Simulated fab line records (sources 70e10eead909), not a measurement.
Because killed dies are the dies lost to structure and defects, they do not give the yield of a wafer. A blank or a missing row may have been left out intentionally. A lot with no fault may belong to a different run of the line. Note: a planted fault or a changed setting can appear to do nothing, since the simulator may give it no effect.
Commonality check across tools || flow nand-harc || 13 lots and 39 wafers in the sample

THE REASON FOR OPENING IT
On 2 of the 13 lots, a flag is raised at NHARC_A_M1_CD_MEAS_09 on the reading cd-nm. Wafers without a fault read 119.9 nm, standard deviation 0.48.
Rule: a lot is flagged in two cases, either no wafer of it has a number, or all its wafers with numbers fall more than 4 standard deviations from that mean. As for the other lots, they are considered sound.

{"lot": "L969", "measured": "day 22 16:17", "on": "cd-sem-03", "cd-nm (nm), wafer by wafer": "120.1 120.2 120.6", "flag": ""}
{"lot": "L971", "measured": "day 23 03:05", "on": "cd-sem-02", "cd-nm (nm), wafer by wafer": "119.3 119.4 120.2", "flag": ""}
{"lot": "L970", "measured": "day 23 05:31", "on": "cd-sem-03", "cd-nm (nm), wafer by wafer": "120.2 119.6 120.2", "flag": ""}
{"lot": "L972", "measured": "day 23 18:17", "on": "cd-sem-02", "cd-nm (nm), wafer by wafer": "120.1 119.8 120.1", "flag": ""}
{"lot": "L978", "measured": "day 26 02:04", "on": "cd-sem-01", "cd-nm (nm), wafer by wafer": "120.2 120.3 120.3", "flag": ""}
{"lot": "L976", "measured": "day 26 07:25", "on": "cd-sem-03", "cd-nm (nm), wafer by wafer": "120.7 119.9 120.4", "flag": ""}
{"lot": "L980", "measured": "day 26 12:10", "on": "cd-sem-02", "cd-nm (nm), wafer by wafer": "123.7 123.7 123.5", "flag": "FLAGGED"}
{"lot": "L977", "measured": "day 26 15:28", "on": "cd-sem-02", "cd-nm (nm), wafer by wafer": "122.7 122.8 123.5", "flag": "FLAGGED"}
{"lot": "L979", "measured": "day 26 15:45", "on": "cd-sem-01", "cd-nm (nm), wafer by wafer": "119.1 119.1 119.7", "flag": ""}
{"lot": "L984", "measured": "day 29 01:01", "on": "cd-sem-03", "cd-nm (nm), wafer by wafer": "119.3 118.7 119.4", "flag": ""}
{"lot": "L985", "measured": "day 29 19:34", "on": "cd-sem-03", "cd-nm (nm), wafer by wafer": "119.5 119.9 120.2", "flag": ""}
{"lot": "L988", "measured": "day 30 01:26", "on": "cd-sem-03", "cd-nm (nm), wafer by wafer": "120.4 120.1 120.9", "flag": ""}
{"lot": "L992", "measured": "day 32 07:58", "on": "cd-sem-02", "cd-nm (nm), wafer by wafer": "119.6 119.7 119.5", "flag": ""}
The mean of the flagged lots' numbers is 123.3 nm, +3.4 nm from the usual (+7 standard deviations).

EACH LOT AND THE TOOL IT RAN ON
The record keeps 1 process step preceding the reading, out of 1302 steps on the route. In each cell: the tool, then ch and the chambers that the sampled wafers went through, then the start.
{"lot": "L969", "flag": "", "NHARC_A_M1_EXPOSE_06": "arfi-scanner-03 ch 0, day 22 16:08"}
{"lot": "L971", "flag": "", "NHARC_A_M1_EXPOSE_06": "arfi-scanner-03 ch 0, day 23 02:57"}
{"lot": "L970", "flag": "", "NHARC_A_M1_EXPOSE_06": "arfi-scanner-02 ch 0, day 23 05:22"}
{"lot": "L972", "flag": "", "NHARC_A_M1_EXPOSE_06": "arfi-scanner-01 ch 0, day 23 18:09"}
{"lot": "L978", "flag": "", "NHARC_A_M1_EXPOSE_06": "arfi-scanner-02 ch 0, day 26 01:56"}
{"lot": "L976", "flag": "", "NHARC_A_M1_EXPOSE_06": "arfi-scanner-02 ch 0, day 26 07:16"}
{"lot": "L980", "flag": "FLAGGED", "NHARC_A_M1_EXPOSE_06": "arfi-scanner-01 ch 0, day 26 12:02"}
{"lot": "L977", "flag": "FLAGGED", "NHARC_A_M1_EXPOSE_06": "arfi-scanner-01 ch 0, day 26 15:20"}
{"lot": "L979", "flag": "", "NHARC_A_M1_EXPOSE_06": "arfi-scanner-02 ch 0, day 26 15:37"}
{"lot": "L984", "flag": "", "NHARC_A_M1_EXPOSE_06": "arfi-scanner-03 ch 0, day 29 00:53"}
{"lot": "L985", "flag": "", "NHARC_A_M1_EXPOSE_06": "arfi-scanner-03 ch 0, day 29 19:25"}
{"lot": "L988", "flag": "", "NHARC_A_M1_EXPOSE_06": "arfi-scanner-02 ch 0, day 30 01:17"}
{"lot": "L992", "flag": "", "NHARC_A_M1_EXPOSE_06": "arfi-scanner-03 ch 0, day 32 07:50"}
What is done by these steps:
- NHARC_A_M1_EXPOSE_06: exposes mask A M1, target cd 120 nm.
- NHARC_A_M1_CD_MEAS_09: target cd 120 nm.

FLAGGED AGAINST TOTAL, ONE TOOL AT A TIME (gauges that did the reading follow at the end)
{"step": "NHARC_A_M1_EXPOSE_06", "tool": "arfi-scanner-01", "lots run": 3, "flagged": 2, "share of the flagged lots": "all", "sound lots run after its first flagged lot": 0}
{"step": "NHARC_A_M1_EXPOSE_06", "tool": "arfi-scanner-02", "lots run": 5, "flagged": 0, "share of the flagged lots": "none", "sound lots run after its first flagged lot": "-"}
{"step": "NHARC_A_M1_EXPOSE_06", "tool": "arfi-scanner-03", "lots run": 5, "flagged": 0, "share of the flagged lots": "none", "sound lots run after its first flagged lot": "-"}
{"step": "NHARC_A_M1_CD_MEAS_09", "tool": "cd-sem-01", "lots run": 2, "flagged": 0, "share of the flagged lots": "none", "sound lots run after its first flagged lot": "-"}
{"step": "NHARC_A_M1_CD_MEAS_09", "tool": "cd-sem-02", "lots run": 5, "flagged": 2, "share of the flagged lots": "all", "sound lots run after its first flagged lot": "1 (L992)"}
{"step": "NHARC_A_M1_CD_MEAS_09", "tool": "cd-sem-03", "lots run": 6, "flagged": 0, "share of the flagged lots": "none", "sound lots run after its first flagged lot": "-"}

WHAT THE TABLE ALLOWS
Rows of the table that ran all the flagged lots, 2 in number: arfi-scanner-01 at NHARC_A_M1_EXPOSE_06; cd-sem-02 at NHARC_A_M1_CD_MEAS_09.
- arfi-scanner-01 at NHARC_A_M1_EXPOSE_06: 2 of its 3 lots flagged. Its last sound lot is L972 (day 23 18:09), its first flagged lot L980 (day 26 12:02): a fault that began between those two fits. Its own readings lie more than 4 standard deviations out on every wafer of the flagged lots: exposure-dose-mJ-cm2.
- cd-sem-02 at NHARC_A_M1_CD_MEAS_09: 2 of its 5 lots flagged. After the first flagged lot (L992), sound lots still ran on it; a lasting fault on the whole tool would not permit that.
One tool is left: arfi-scanner-01 at NHARC_A_M1_EXPOSE_06.

WHAT THE SIMULATOR HAD INSERTED
Process parameters drifting: arfi-scanner-01 at NHARC_A_M1_EXPOSE_06, beginning at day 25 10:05. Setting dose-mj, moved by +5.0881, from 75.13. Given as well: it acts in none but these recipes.
Shown lots that were struck: L980, L977. This agrees with what the rule above found.
